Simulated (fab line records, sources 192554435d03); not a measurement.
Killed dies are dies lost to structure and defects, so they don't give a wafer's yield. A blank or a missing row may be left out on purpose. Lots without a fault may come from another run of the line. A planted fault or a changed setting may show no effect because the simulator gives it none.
Which tool did it? | flow n5_finfet | 10 lots, 26 wafers sampled, at 6 steps of a route of 1938

WHAT THE GAUGES READ, wafer by wafer
N5_BEOL_M4_RC_MEAS_101. Usual: DIBL_N 35.8 mV/V, standard deviation 1.5; DIBL_P 35.9 mV/V, standard deviation 1.8; IOFF_N 0.152 nA/um, standard deviation 0.025; IOFF_P 0.21 nA/um, standard deviation 0.031; ION_N 672 uA/um, standard deviation 11; ION_P 462 uA/um, standard deviation 7.4; SS_N 71.5 mV/dec, standard deviation 0.52; SS_P 73.2 mV/dec, standard deviation 0.54; VT_N 250 mV, standard deviation 3; VT_P -250 mV, standard deviation 3.3.
lot  | measured     | on        | DIBL_N (mV/V)  | DIBL_P (mV/V)  | IOFF_N (nA/um)    | IOFF_P (nA/um) | ION_N (uA/um) | ION_P (uA/um) | SS_N (mV/dec)  | SS_P (mV/dec)  | VT_N (mV)   | VT_P (mV)      | flag
L643 | day 7 22:11  | prober-01 | 35.7 38.0 37.1 | 36.5 38.4 37.1 | 0.146 0.192 0.176 | 0.19 0.21 0.20 | 670 672 682   | 454 457 455   | 72.9 73.0 72.7 | 72.9 73.7 73.0 | 251 250 251 | -253 -249 -249 |
L645 | day 8 10:41  | prober-01 | 34.4 37.0 36.8 | 31.2 34.5 34.3 | 0.096 0.137 0.137 | 0.13 0.18 0.18 | 655 672 669   | 449 458 458   | 70.5 71.1 71.2 | 72.3 73.2 73.1 | 261 253 251 | -260 -254 -255 |
L644 | day 8 10:56  | prober-02 | 37.5 38.5 35.5 | 36.4 38.3 34.8 | 0.161 0.195 0.131 | 0.23 0.27 0.20 | 675 690 665   | 467 474 465   | 71.4 72.0 71.7 | 73.3 73.9 73.3 | 249 244 251 | -247 -245 -248 |
L649 | day 9 17:10  | prober-02 | 37.0 37.5 35.0 | 36.6 37.7 33.7 | 0.143 0.146 0.112 | 0.19 0.19 0.14 | 670 665 661   | 459 453 450   | 71.6 71.9 71.4 | 73.8 74.1 72.9 | 252 254 256 | -255 -255 -259 |
L648 | day 10 03:01 | prober-02 | 36.8 37.5      | 38.6 38.5      | 0.155 0.170       | 0.19 0.20      | 678 676       | 459 463       | 71.0 70.9      | 73.4 73.9      | 252 251     | -252 -254      |
L660 | day 12 07:54 | prober-02 | 35.5 34.3      | 37.1 37.2      | 0.182 0.175       | 0.24 0.24      | 682 694       | 460 471       | 71.9 71.1      | 73.3 72.5      | 247 245     | -247 -250      |
L661 | day 12 21:50 | prober-02 | 36.3 36.0      | 38.6 39.4      | 0.179 0.177       | 0.24 0.26      | 677 689       | 463 477       | 71.6 71.5      | 73.8 73.7      | 247 248     | -249 -248      |
L663 | day 13 12:31 | prober-02 | 33.7 33.9 34.5 | 34.6 34.2 34.7 | 0.135 0.133 0.145 | 0.20 0.19 0.20 | 662 664 653   | 465 455 455   | 71.3 71.8 71.4 | 72.6 73.0 73.2 | 251 253 254 | -249 -251 -252 |
L664 | day 13 15:20 | prober-01 | 36.0 35.9 35.4 | 35.4 35.9 35.1 | 0.146 0.154 0.144 | 0.22 0.23 0.21 | 676 678 693   | 467 466 468   | 71.5 71.8 71.3 | 73.1 73.0 72.4 | 251 246 251 | -249 -248 -248 |
L665 | day 14 09:00 | prober-02 | 35.6 35.0      | 35.7 34.9      | 0.151 0.137       | 0.21 0.19      | 666 675       | 465 472       | 71.9 71.3      | 73.4 72.8      | 251 256     | -251 -253      |

N5_BEOL_M15_THK_MEAS_50: measures by xrf. Usual: M15_THK 830 nm, standard deviation 18.
lot  | measured     | on            | M15_THK (nm) | flag
L643 | day 12 00:19 | film_metro-02 | 826 825 805  |
L645 | day 12 03:23 | film_metro-02 | 809 819 819  |
L644 | day 12 00:52 | film_metro-01 | 837 860 853  |
L649 | day 13 15:31 | film_metro-01 | 830 806 827  |
L648 | day 14 02:05 | film_metro-01 | 840 839      |
L660 | day 15 22:23 | film_metro-01 | 1507 1541    | OFF
L661 | day 16 07:52 | film_metro-02 | 830 1540     | OFF
L663 | day 16 22:31 | film_metro-01 | 828 853 872  |
L664 | day 17 10:39 | film_metro-01 | 839 840 838  |
L665 | day 18 10:32 | film_metro-02 | 851 835      |

N5_BEOL_M15_INSPECT_55: inspects for defects (darkfield). Usual: raw_defect_count 74, standard deviation 25.
lot  | measured     | on                | raw_defect_count | flag
L643 | day 12 00:28 | defect_inspect-02 | 64 74 127        |
L645 | day 12 03:33 | defect_inspect-02 | 70 47 76         |
L644 | day 12 01:01 | defect_inspect-02 | 72 61 56         |
L649 | day 13 15:40 | defect_inspect-02 | 88 52 77         |
L648 | day 14 02:14 | defect_inspect-01 | 30 44            |
L660 | day 15 22:32 | defect_inspect-01 | 6371 6361        | OFF
L661 | day 16 08:01 | defect_inspect-01 | 39 6295          | OFF
L663 | day 16 22:42 | defect_inspect-02 | 78 101 99        |
L664 | day 17 10:49 | defect_inspect-02 | 76 74 100        |
L665 | day 18 10:42 | defect_inspect-01 | 93 60            |

WHICH TOOL RAN EACH LOT (tool, then ch and the chambers of the sampled wafers, then the start)
lot  | N5_BEOL_M15_STRIP_62                          | N5_BEOL_M15_DEGAS_41         | N5_BEOL_M15_CMP_49
L643 | rie_diel-06 ch 0,3, day 11 23:07 or earlier   | pvd_sputter-02, day 11 23:07 | cmp-01 ch 1,2, day 12 00:01
L645 | rie_diel-05 ch 0,1,3, day 12 02:10 or earlier | pvd_sputter-02, day 12 02:10 | cmp-01 ch 0,2,3, day 12 03:10
L644 | rie_diel-05 ch 1,2, day 11 23:39 or earlier   | pvd_sputter-03, day 11 23:39 | cmp-01 ch 1,2,3, day 12 00:38
L649 | rie_diel-05 ch 0,1, day 13 14:11 or earlier   | pvd_sputter-01, day 13 14:11 | cmp-03 ch 0,3, day 13 15:13
L648 | rie_diel-01 ch 2,3, day 14 00:55 or earlier   | pvd_sputter-02, day 14 00:55 | cmp-01 ch 0,1, day 14 01:56
L660 | rie_diel-06 ch 1,2, day 15 20:34 or earlier   | pvd_sputter-03, day 15 20:34 | cmp-01 ch 3, day 15 22:07
L661 | rie_diel-05 ch 0,2, day 16 06:27 or earlier   | pvd_sputter-02, day 16 06:27 | cmp-01 ch 0,3, day 16 07:37
L663 | rie_diel-05 ch 1,3, day 16 21:04 or earlier   | pvd_sputter-02, day 16 21:04 | cmp-03 ch 2,3, day 16 22:16
L664 | rie_diel-01 ch 1,2, day 17 09:28 or earlier   | pvd_sputter-02, day 17 09:28 | cmp-03 ch 0,1, day 17 10:22
L665 | rie_diel-06 ch 0,3, day 18 08:12 or earlier   | pvd_sputter-01, day 18 08:12 | cmp-04 ch 1,3, day 18 10:17
- N5_BEOL_M15_STRIP_62: strips in O2.
- N5_BEOL_M15_DEGAS_41: time 60 s.
- N5_BEOL_M15_CMP_49: polishes, stops on SiO2, t overpolish 4.9 s, target thk 850 nm.

WHAT THE TOOLS THEMSELVES READ (means of the sampled wafers that have a number; where no wafer has one, the mark that the record gives instead)
N5_BEOL_M15_STRIP_62. Usual: drypump_motor_current_A 5.6 A, standard deviation 0.3; oes_product_au 0.81 a.u., standard deviation 0.092; rf_vpp_V 3.6 V, standard deviation 0.45; showerhead_plenum_p_Torr 2.11 Torr, standard deviation 0.041; throttle_valve_pct 16.60 %, standard deviation 0.2.
lot  | tool        | drypump_motor_current_A (A) | oes_product_au (a.u.) | rf_vpp_V (V) | showerhead_plenum_p_Torr (Torr) | throttle_valve_pct (%) | flag
L643 | rie_diel-06 | 5.5                         | 0.78                  | 3.2          | 2.07                            | 16.66                  |
L645 | rie_diel-05 | 5.6                         | 0.72                  | 3.4          | 2.12                            | 16.69                  |
L644 | rie_diel-05 | 5.4                         | 0.79                  | 3.6          | 2.11                            | 16.53                  |
L649 | rie_diel-05 | 5.5                         | 0.75                  | 3.7          | 2.13                            | 16.56                  |
L648 | rie_diel-01 | 5.5                         | 0.83                  | 3.7          | 2.10                            | 16.44                  |
L660 | rie_diel-06 | 5.4                         | 0.78                  | 3.8          | 2.10                            | 16.65                  |
L661 | rie_diel-05 | 5.8                         | 0.74                  | 4.0          | 2.13                            | 16.65                  |
L663 | rie_diel-05 | 5.4                         | 0.86                  | 3.9          | 2.07                            | 16.58                  |
L664 | rie_diel-01 | 5.5                         | 0.87                  | 3.6          | 2.09                            | 16.59                  |
L665 | rie_diel-06 | 5.5                         | 0.72                  | 3.7          | 2.07                            | 16.72                  |

N5_BEOL_M15_DEGAS_41. Usual: heater_power_w 469 W, standard deviation 63.
lot  | tool           | heater_power_w (W) | flag
L643 | pvd_sputter-02 | 518                |
L645 | pvd_sputter-02 | 471                |
L644 | pvd_sputter-03 | 463                |
L649 | pvd_sputter-01 | 410                |
L648 | pvd_sputter-02 | 442                |
L660 | pvd_sputter-03 | 452                |
L661 | pvd_sputter-02 | 514                |
L663 | pvd_sputter-02 | 496                |
L664 | pvd_sputter-02 | 511                |
L665 | pvd_sputter-01 | 412                |

N5_BEOL_M15_CMP_49. Usual: barrier_field_endpoint_s 11.30 s, standard deviation 0.28; head_pressure_psi 2.000 psi, standard deviation 0.0043; motor_current_A 7.9 A, standard deviation 0.95; overpolish_run_s 4.901 s, standard deviation 0.0097.
lot  | tool   | barrier_field_endpoint_s (s) | head_pressure_psi (psi) | motor_current_A (A) | overpolish_run_s (s) | flag
L643 | cmp-01 | 11.46                        | 2.001                   | 7.2                 | 4.901                |
L645 | cmp-01 | 11.56                        | 2.002                   | 8.1                 | 4.905                |
L644 | cmp-01 | 11.61                        | 2.001                   | 7.9                 | 4.909                |
L649 | cmp-03 | 11.37                        | 2.000                   | 7.1                 | 4.896                |
L648 | cmp-01 | 11.36                        | 2.002                   | 7.4                 | 4.905                |
L660 | cmp-01 | 22.90                        | 2.003                   | 8.9                 | 3.109                | OFF
L661 | cmp-01 | 16.55                        | 2.002                   | 8.9                 | 4.462                | OFF
L663 | cmp-03 | 11.59                        | 2.004                   | 7.7                 | 4.904                |
L664 | cmp-03 | 11.18                        | 2.002                   | 7.4                 | 4.905                |
L665 | cmp-04 | 10.95                        | 2.005                   | 8.2                 | 4.900                |

THE ANSWER, worked out from the rows above alone
Rule: a lot is off if the mean of its wafers that have a number lies more than 3 standard deviations from the usual mean. A lot without any number at a reading at which 4 lots or more have one is off too. The other lots that the step has rows for count as sound. The gauges are gone through in route order, then the tools' own readings, and for those a lot's mean is taken as printed above. The first step at which some lot is off is used, and at that step the reading that is off furthest; a lot without a number counts as furthest.
Off: L660, L661, at N5_BEOL_M15_THK_MEAS_50 (M15_THK).
A tool fits if, at a process step before that reading, it ran every lot that is off, and no sound lot after the first of them. The gauges at N5_BEOL_M15_THK_MEAS_50 aren't tried: what is off there is off at N5_BEOL_M15_INSPECT_55 too, on other tools, and a gauge's error can't cause that. N5_BEOL_M15_STRIP_62 gives no start for some lots, so the hours and the order of its lots are those of N5_BEOL_M15_DEGAS_41. One fits: cmp-01 at N5_BEOL_M15_CMP_49. Its last sound lot is L648 (day 14 01:56), its first lot that is off L660 (day 15 22:07): a fault that began between those two fits.
The tool's own readings at N5_BEOL_M15_CMP_49 bear it out: on the lots that are off they differ by more than 5 times the standard deviation of the sound lots' means. barrier_field_endpoint_s reads 19.73 s there against 11.38 s on the sound lots; overpolish_run_s reads 3.785 s there against 4.903 s on the sound lots.

WHAT THE SIMULATOR HAD PUT IN
Process parameter drift: cmp-01, from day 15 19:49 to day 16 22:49, at N5_BEOL_M15_CMP_49. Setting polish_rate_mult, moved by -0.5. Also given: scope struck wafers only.
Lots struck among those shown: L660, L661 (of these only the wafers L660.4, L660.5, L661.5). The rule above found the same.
